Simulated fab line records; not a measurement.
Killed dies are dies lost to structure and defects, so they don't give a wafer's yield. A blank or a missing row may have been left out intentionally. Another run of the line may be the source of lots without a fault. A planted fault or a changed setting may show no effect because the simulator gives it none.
Which tool is to blame? || flow n5-finfet || 9 lots, 27 wafers sampled, at 5 steps of a route of 1938

## WHAT EACH GAUGE READ, for each wafer
N5_BEOL_M2_THK_MEAS_53: measures by xrf. Usual: M2_THK 40.2 nm, standard deviation 1.5.
{"lot": "L160", "measured": "day 7 12:53", "on": "film-metro-02", "M2_THK (nm)": "39.2 42.0 41.3", "flag": ""}
{"lot": "L162", "measured": "day 7 21:16", "on": "film-metro-01", "M2_THK (nm)": "41.1 38.9 40.2", "flag": ""}
{"lot": "L164", "measured": "day 8 05:52", "on": "film-metro-02", "M2_THK (nm)": "38.6 40.7 37.7", "flag": ""}
{"lot": "L165", "measured": "day 8 17:28", "on": "film-metro-01", "M2_THK (nm)": "42.4 39.7 40.7", "flag": ""}
{"lot": "L172", "measured": "day 10 15:40", "on": "film-metro-02", "M2_THK (nm)": "40.1 40.1 39.4", "flag": ""}
{"lot": "L175", "measured": "day 10 22:25", "on": "film-metro-02", "M2_THK (nm)": "41.3 36.3 40.7", "flag": ""}
{"lot": "L178", "measured": "day 11 20:16", "on": "film-metro-02", "M2_THK (nm)": "39.6 39.5 40.3", "flag": ""}
{"lot": "L179", "measured": "day 11 21:59", "on": "film-metro-01", "M2_THK (nm)": "40.2 41.1 41.4", "flag": ""}
{"lot": "L182", "measured": "day 12 15:06", "on": "film-metro-02", "M2_THK (nm)": "42.5 41.7 42.5", "flag": ""}

N5_BEOL_M4_RC_MEAS_101. Usual: DIBL_N 37.3 mV/V, standard deviation 2.3; DIBL_P 37.4 mV/V, standard deviation 2.9; IOFF_N 0.18 nA/um, standard deviation 0.045; IOFF_P 0.25 nA/um, standard deviation 0.054; ION_N 679 uA/um, standard deviation 15; ION_P 468 uA/um, standard deviation 9.7; SS_N 71.8 mV/dec, standard deviation 0.62; SS_P 73.6 mV/dec, standard deviation 0.76; VT_N 248 mV, standard deviation 4.1; VT_P -248 mV, standard deviation 3.6.
{"lot": "L160", "measured": "day 8 14:34", "on": "prober-01", "DIBL_N (mV/V)": "36.8 36.2 37.5", "DIBL_P (mV/V)": "37.7 35.5 37.9", "IOFF_N (nA/um)": "0.16 0.14 0.17", "IOFF_P (nA/um)": "0.26 0.24 0.28", "ION_N (uA/um)": "687 669 689", "ION_P (uA/um)": "483 466 482", "SS_N (mV/dec)": "72.0 71.4 71.9", "SS_P (mV/dec)": "74.3 73.4 73.8", "VT_N (mV)": "247 251 246", "VT_P (mV)": "-246 -245 -246", "flag": ""}
{"lot": "L162", "measured": "day 8 21:13", "on": "prober-01", "DIBL_N (mV/V)": "37.0 32.8 34.7", "DIBL_P (mV/V)": "38.6 32.4 35.2", "IOFF_N (nA/um)": "0.17 0.09 0.12", "IOFF_P (nA/um)": "0.24 0.14 0.18", "ION_N (uA/um)": "697 651 666", "ION_P (uA/um)": "480 450 459", "SS_N (mV/dec)": "71.6 71.4 71.6", "SS_P (mV/dec)": "72.8 71.4 72.1", "VT_N (mV)": "247 259 253", "VT_P (mV)": "-249 -254 -249", "flag": ""}
{"lot": "L164", "measured": "day 9 03:22", "on": "prober-02", "DIBL_N (mV/V)": "39.0 40.6 37.3", "DIBL_P (mV/V)": "39.4 43.2 38.2", "IOFF_N (nA/um)": "0.20 0.26 0.17", "IOFF_P (nA/um)": "0.25 0.31 0.22", "ION_N (uA/um)": "681 693 698", "ION_P (uA/um)": "464 473 469", "SS_N (mV/dec)": "71.6 72.8 72.0", "SS_P (mV/dec)": "74.0 74.9 73.0", "VT_N (mV)": "247 243 248", "VT_P (mV)": "-249 -248 -251", "flag": ""}
{"lot": "L165", "measured": "day 9 22:19", "on": "prober-02", "DIBL_N (mV/V)": "34.8 36.0 33.0", "DIBL_P (mV/V)": "33.3 36.1 31.3", "IOFF_N (nA/um)": "0.13 0.16 0.11", "IOFF_P (nA/um)": "0.20 0.25 0.18", "ION_N (uA/um)": "670 673 672", "ION_P (uA/um)": "466 460 465", "SS_N (mV/dec)": "70.5 71.8 70.0", "SS_P (mV/dec)": "74.2 74.5 73.2", "VT_N (mV)": "250 247 253", "VT_P (mV)": "-251 -249 -251", "flag": ""}
{"lot": "L172", "measured": "day 11 20:29", "on": "prober-02", "DIBL_N (mV/V)": "39.9 33.8 36.5", "DIBL_P (mV/V)": "41.6 33.4 36.2", "IOFF_N (nA/um)": "0.25 0.12 0.15", "IOFF_P (nA/um)": "0.33 0.18 0.22", "ION_N (uA/um)": "703 675 658", "ION_P (uA/um)": "481 470 465", "SS_N (mV/dec)": "71.6 71.2 71.5", "SS_P (mV/dec)": "73.8 72.9 73.8", "VT_N (mV)": "245 252 253", "VT_P (mV)": "-243 -251 -247", "flag": ""}
{"lot": "L175", "measured": "day 12 05:07", "on": "prober-02", "DIBL_N (mV/V)": "33.5 32.0 35.5", "DIBL_P (mV/V)": "34.4 33.1 35.0", "IOFF_N (nA/um)": "0.14 0.13 0.16", "IOFF_P (nA/um)": "0.20 0.19 0.21", "ION_N (uA/um)": "669 679 652", "ION_P (uA/um)": "463 468 450", "SS_N (mV/dec)": "70.6 70.6 71.8", "SS_P (mV/dec)": "73.1 72.6 73.5", "VT_N (mV)": "251 249 251", "VT_P (mV)": "-249 -250 -253", "flag": ""}
{"lot": "L178", "measured": "day 12 10:40", "on": "prober-02", "DIBL_N (mV/V)": "39.6 41.1 36.8", "DIBL_P (mV/V)": "38.4 40.5 33.9", "IOFF_N (nA/um)": "0.19 0.23 0.14", "IOFF_P (nA/um)": "0.25 0.32 0.17", "ION_N (uA/um)": "683 682 653", "ION_P (uA/um)": "464 467 449", "SS_N (mV/dec)": "71.9 73.4 71.7", "SS_P (mV/dec)": "74.1 74.8 72.3", "VT_N (mV)": "248 246 255", "VT_P (mV)": "-251 -244 -253", "flag": ""}
{"lot": "L179", "measured": "day 13 04:02", "on": "prober-01", "DIBL_N (mV/V)": "38.4 36.2 38.8", "DIBL_P (mV/V)": "38.8 35.8 39.9", "IOFF_N (nA/um)": "0.19 0.15 0.20", "IOFF_P (nA/um)": "0.27 0.22 0.29", "ION_N (uA/um)": "677 662 677", "ION_P (uA/um)": "475 462 469", "SS_N (mV/dec)": "71.7 71.6 72.2", "SS_P (mV/dec)": "73.7 72.5 73.6", "VT_N (mV)": "246 252 248", "VT_P (mV)": "-244 -245 -245", "flag": ""}
{"lot": "L182", "measured": "day 13 13:46", "on": "prober-02", "DIBL_N (mV/V)": "38.2 37.2 34.7", "DIBL_P (mV/V)": "36.8 36.0 33.0", "IOFF_N (nA/um)": "0.19 0.18 0.13", "IOFF_P (nA/um)": "0.30 0.26 0.21", "ION_N (uA/um)": "680 681 675", "ION_P (uA/um)": "476 468 472", "SS_N (mV/dec)": "71.5 71.3 71.0", "SS_P (mV/dec)": "73.7 73.0 72.6", "VT_N (mV)": "246 246 251", "VT_P (mV)": "-242 -246 -248", "flag": ""}

## EACH LOT AND THE TOOL THAT RAN IT (in order: tool; ch and the chambers of the sampled wafers; start)
{"lot": "L160", "N5_BEOL_M2_CMP_52": "cmp-03 ch 1,2, day 7 12:36", "N5_BEOL_M3_ETCH_63": "rie-diel-03 ch 0,1,2, day 7 14:13", "N5_BEOL_M3_STRIP_19": "rie-diel-05 ch 0,2, day 7 14:45"}
{"lot": "L162", "N5_BEOL_M2_CMP_52": "cmp-02 ch 0,2,3, day 7 21:02", "N5_BEOL_M3_ETCH_63": "rie-diel-01 ch 0,1, day 7 22:31", "N5_BEOL_M3_STRIP_19": "rie-diel-01 ch 0,1, day 7 22:49"}
{"lot": "L164", "N5_BEOL_M2_CMP_52": "cmp-03 ch 1,2,3, day 8 05:34", "N5_BEOL_M3_ETCH_63": "rie-diel-05 ch 2,3, day 8 07:33", "N5_BEOL_M3_STRIP_19": "rie-diel-01 ch 0,2,3, day 8 07:52"}
{"lot": "L165", "N5_BEOL_M2_CMP_52": "cmp-01 ch 0,3, day 8 17:10", "N5_BEOL_M3_ETCH_63": "rie-diel-05 ch 0,2, day 8 18:49", "N5_BEOL_M3_STRIP_19": "rie-diel-05 ch 0,1, day 8 19:07"}
{"lot": "L172", "N5_BEOL_M2_CMP_52": "cmp-01 ch 0,1,2, day 10 15:29", "N5_BEOL_M3_ETCH_63": "rie-diel-05 ch 0,1, day 10 17:02", "N5_BEOL_M3_STRIP_19": "rie-diel-01 ch 0,3, day 10 17:31"}
{"lot": "L175", "N5_BEOL_M2_CMP_52": "cmp-03 ch 0,1,2, day 10 22:14", "N5_BEOL_M3_ETCH_63": "rie-diel-05 ch 0,1, day 10 23:32", "N5_BEOL_M3_STRIP_19": "rie-diel-03 ch 0,1,3, day 10 23:50"}
{"lot": "L178", "N5_BEOL_M2_CMP_52": "cmp-02 ch 0,2,3, day 11 20:00", "N5_BEOL_M3_ETCH_63": "rie-diel-01 ch 0,1,2, day 11 21:27", "N5_BEOL_M3_STRIP_19": "rie-diel-01 ch 1,3, day 11 21:51"}
{"lot": "L179", "N5_BEOL_M2_CMP_52": "cmp-02 ch 0,2,3, day 11 21:46", "N5_BEOL_M3_ETCH_63": "rie-diel-03 ch 1,2,3, day 11 23:19", "N5_BEOL_M3_STRIP_19": "rie-diel-03 ch 0,2, day 11 23:42"}
{"lot": "L182", "N5_BEOL_M2_CMP_52": "cmp-01 ch 0,1, day 12 14:49", "N5_BEOL_M3_ETCH_63": "rie-diel-01 ch 1,3, day 12 17:22", "N5_BEOL_M3_STRIP_19": "rie-diel-05 ch 1,2,3, day 12 17:40"}
- N5_BEOL_M2_CMP_52: polishes, stops on SiOC, t overpolish 6.8 s, target thk 40 nm.
- N5_BEOL_M3_ETCH_63: etches SiARC in CF4, target depth 15.6 nm, time 26 s.
- N5_BEOL_M3_STRIP_19: strips in O2.

## WHAT THE TOOLS THEMSELVES READ (means of the sampled wafers that have a number; where no wafer has one, the mark that the record gives instead)
N5_BEOL_M2_CMP_52. Usual: barrier-field-endpoint-s 24.9 s, standard deviation 0.67; motor-current-A 6.2 A, standard deviation 0.33; overpolish-run-s 6.800 s, standard deviation 0.0091; time-to-endpoint-s 63.5 s, standard deviation 2.8.
{"lot": "L160", "tool": "cmp-03", "barrier-field-endpoint-s (s)": 24.3, "motor-current-A (A)": 6.4, "overpolish-run-s (s)": 6.802, "time-to-endpoint-s (s)": 63.9, "flag": ""}
{"lot": "L162", "tool": "cmp-02", "barrier-field-endpoint-s (s)": 24.8, "motor-current-A (A)": 6.2, "overpolish-run-s (s)": 6.805, "time-to-endpoint-s (s)": 62.7, "flag": ""}
{"lot": "L164", "tool": "cmp-03", "barrier-field-endpoint-s (s)": 24.4, "motor-current-A (A)": 6.4, "overpolish-run-s (s)": 6.804, "time-to-endpoint-s (s)": 57.9, "flag": ""}
{"lot": "L165", "tool": "cmp-01", "barrier-field-endpoint-s (s)": 25.7, "motor-current-A (A)": 6.0, "overpolish-run-s (s)": 6.808, "time-to-endpoint-s (s)": 66.2, "flag": ""}
{"lot": "L172", "tool": "cmp-01", "barrier-field-endpoint-s (s)": 25.1, "motor-current-A (A)": 5.9, "overpolish-run-s (s)": 6.809, "time-to-endpoint-s (s)": 65.1, "flag": ""}
{"lot": "L175", "tool": "cmp-03", "barrier-field-endpoint-s (s)": 25.1, "motor-current-A (A)": 6.2, "overpolish-run-s (s)": 6.809, "time-to-endpoint-s (s)": 61.1, "flag": ""}
{"lot": "L178", "tool": "cmp-02", "barrier-field-endpoint-s (s)": 25.5, "motor-current-A (A)": 6.4, "overpolish-run-s (s)": 6.799, "time-to-endpoint-s (s)": 66.0, "flag": ""}
{"lot": "L179", "tool": "cmp-02", "barrier-field-endpoint-s (s)": 25.8, "motor-current-A (A)": 6.2, "overpolish-run-s (s)": 6.791, "time-to-endpoint-s (s)": 64.2, "flag": ""}
{"lot": "L182", "tool": "cmp-01", "barrier-field-endpoint-s (s)": 24.7, "motor-current-A (A)": 6.0, "overpolish-run-s (s)": 6.798, "time-to-endpoint-s (s)": 64.1, "flag": ""}

N5_BEOL_M3_ETCH_63. Usual: drypump-motor-current-A 5.8 A, standard deviation 0.47; etch-rf-on-time-s 25.8 s, standard deviation 0.97; oes-product-au 0.70 a.u., standard deviation 0.075; rf-vpp-V 183.9 V, standard deviation 0.95; showerhead-plenum-p-Torr 2.12 Torr, standard deviation 0.051; throttle-valve-pct 15.50 %, standard deviation 0.25.
{"lot": "L160", "tool": "rie-diel-03", "drypump-motor-current-A (A)": 5.5, "etch-rf-on-time-s (s)": 25.7, "oes-product-au (a.u.)": 0.67, "rf-vpp-V (V)": 184.2, "showerhead-plenum-p-Torr (Torr)": 2.13, "throttle-valve-pct (%)": 15.81, "flag": ""}
{"lot": "L162", "tool": "rie-diel-01", "drypump-motor-current-A (A)": 5.8, "etch-rf-on-time-s (s)": 26.3, "oes-product-au (a.u.)": 0.60, "rf-vpp-V (V)": 183.3, "showerhead-plenum-p-Torr (Torr)": 2.07, "throttle-valve-pct (%)": 15.72, "flag": ""}
{"lot": "L164", "tool": "rie-diel-05", "drypump-motor-current-A (A)": 5.7, "etch-rf-on-time-s (s)": 25.7, "oes-product-au (a.u.)": 0.77, "rf-vpp-V (V)": 184.6, "showerhead-plenum-p-Torr (Torr)": 2.16, "throttle-valve-pct (%)": 15.20, "flag": ""}
{"lot": "L165", "tool": "rie-diel-05", "drypump-motor-current-A (A)": 6.2, "etch-rf-on-time-s (s)": 25.6, "oes-product-au (a.u.)": 0.70, "rf-vpp-V (V)": 183.9, "showerhead-plenum-p-Torr (Torr)": 2.10, "throttle-valve-pct (%)": 15.47, "flag": ""}
{"lot": "L172", "tool": "rie-diel-05", "drypump-motor-current-A (A)": 6.1, "etch-rf-on-time-s (s)": 18.3, "oes-product-au (a.u.)": 0.82, "rf-vpp-V (V)": 183.6, "showerhead-plenum-p-Torr (Torr)": 2.10, "throttle-valve-pct (%)": 15.59, "flag": "OFF"}
{"lot": "L175", "tool": "rie-diel-05", "drypump-motor-current-A (A)": 5.7, "etch-rf-on-time-s (s)": 18.8, "oes-product-au (a.u.)": 0.83, "rf-vpp-V (V)": 184.1, "showerhead-plenum-p-Torr (Torr)": 2.14, "throttle-valve-pct (%)": 15.48, "flag": "OFF"}
{"lot": "L178", "tool": "rie-diel-01", "drypump-motor-current-A (A)": 5.8, "etch-rf-on-time-s (s)": 25.8, "oes-product-au (a.u.)": 0.72, "rf-vpp-V (V)": 184.6, "showerhead-plenum-p-Torr (Torr)": 2.16, "throttle-valve-pct (%)": 15.47, "flag": ""}
{"lot": "L179", "tool": "rie-diel-03", "drypump-motor-current-A (A)": 5.4, "etch-rf-on-time-s (s)": 24.6, "oes-product-au (a.u.)": 0.71, "rf-vpp-V (V)": 183.7, "showerhead-plenum-p-Torr (Torr)": 2.11, "throttle-valve-pct (%)": 15.60, "flag": ""}
{"lot": "L182", "tool": "rie-diel-01", "drypump-motor-current-A (A)": 6.1, "etch-rf-on-time-s (s)": 26.3, "oes-product-au (a.u.)": 0.68, "rf-vpp-V (V)": 183.6, "showerhead-plenum-p-Torr (Torr)": 2.13, "throttle-valve-pct (%)": 15.51, "flag": ""}

N5_BEOL_M3_STRIP_19. Usual: drypump-motor-current-A 5.8 A, standard deviation 0.54; oes-product-au 0.81 a.u., standard deviation 0.091; rf-vpp-V 3.6 V, standard deviation 0.46; showerhead-plenum-p-Torr 2.06 Torr, standard deviation 0.052; temp-c 40.01 C, standard deviation 0.11; throttle-valve-pct 16.56 %, standard deviation 0.27.
{"lot": "L160", "tool": "rie-diel-05", "drypump-motor-current-A (A)": 6.2, "oes-product-au (a.u.)": 0.82, "rf-vpp-V (V)": 3.3, "showerhead-plenum-p-Torr (Torr)": 2.06, "temp-c (C)": 40.00, "throttle-valve-pct (%)": 16.54, "flag": ""}
{"lot": "L162", "tool": "rie-diel-01", "drypump-motor-current-A (A)": 5.9, "oes-product-au (a.u.)": 0.72, "rf-vpp-V (V)": 3.9, "showerhead-plenum-p-Torr (Torr)": 2.07, "temp-c (C)": 39.95, "throttle-valve-pct (%)": 16.83, "flag": ""}
{"lot": "L164", "tool": "rie-diel-01", "drypump-motor-current-A (A)": 6.0, "oes-product-au (a.u.)": 0.80, "rf-vpp-V (V)": 3.8, "showerhead-plenum-p-Torr (Torr)": 2.05, "temp-c (C)": 40.05, "throttle-valve-pct (%)": 16.61, "flag": ""}
{"lot": "L165", "tool": "rie-diel-05", "drypump-motor-current-A (A)": 6.1, "oes-product-au (a.u.)": 0.80, "rf-vpp-V (V)": 4.2, "showerhead-plenum-p-Torr (Torr)": 2.06, "temp-c (C)": 40.08, "throttle-valve-pct (%)": 16.61, "flag": ""}
{"lot": "L172", "tool": "rie-diel-01", "drypump-motor-current-A (A)": 6.1, "oes-product-au (a.u.)": 0.74, "rf-vpp-V (V)": 3.4, "showerhead-plenum-p-Torr (Torr)": 2.07, "temp-c (C)": 39.94, "throttle-valve-pct (%)": 16.77, "flag": ""}
{"lot": "L175", "tool": "rie-diel-03", "drypump-motor-current-A (A)": 5.9, "oes-product-au (a.u.)": 0.91, "rf-vpp-V (V)": 3.7, "showerhead-plenum-p-Torr (Torr)": 2.03, "temp-c (C)": 40.00, "throttle-valve-pct (%)": 16.35, "flag": ""}
{"lot": "L178", "tool": "rie-diel-01", "drypump-motor-current-A (A)": 5.9, "oes-product-au (a.u.)": 0.89, "rf-vpp-V (V)": 3.9, "showerhead-plenum-p-Torr (Torr)": 2.15, "temp-c (C)": 39.92, "throttle-valve-pct (%)": 16.37, "flag": ""}
{"lot": "L179", "tool": "rie-diel-03", "drypump-motor-current-A (A)": 5.6, "oes-product-au (a.u.)": 0.79, "rf-vpp-V (V)": 3.4, "showerhead-plenum-p-Torr (Torr)": 2.07, "temp-c (C)": 39.93, "throttle-valve-pct (%)": 16.71, "flag": ""}
{"lot": "L182", "tool": "rie-diel-05", "drypump-motor-current-A (A)": 5.5, "oes-product-au (a.u.)": 0.84, "rf-vpp-V (V)": 3.5, "showerhead-plenum-p-Torr (Torr)": 2.11, "temp-c (C)": 39.90, "throttle-valve-pct (%)": 16.36, "flag": ""}

## THE ANSWER, worked out from the rows above alone
Rule: lot off if the mean of its wafers having a number is beyond 3 standard deviations from the usual mean. A lot without any number at a reading at which 4 lots or more have one is off too. The other lots that the step has rows for count as sound. The gauges are gone through in route order, then the tools' own readings, and for those a lot's mean is taken as printed above. The first step at which some lot is off is used, and at that step the reading that is off furthest; a lot without a number counts as furthest.
Off: L172, L175, at N5_BEOL_M3_ETCH_63 (etch-rf-on-time-s).
If a tool, at that step or one of the process steps before it, ran each lot that is off and ran no sound lot following the first of them, it fits. One fits: rie-diel-05 at N5_BEOL_M3_ETCH_63. A fault onset in the window from L165 (day 8 18:49, its last sound lot) to L172 (day 10 17:02, its first lot off) fits.
On the lots that are off, the tool's own readings at N5_BEOL_M3_ETCH_63 differ by more than 5 times the standard deviation of the sound lots' means, which bears it out; etch-rf-on-time-s reads 18.6 s there versus 25.7 s on the sound lots.

## WHAT THE SIMULATOR HAD INSERTED
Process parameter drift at N5_BEOL_M3_ETCH_63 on rie-diel-05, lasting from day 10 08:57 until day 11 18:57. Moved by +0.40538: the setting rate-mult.
Struck lots among those shown: L172, L175. The rule given above showed the same thing.
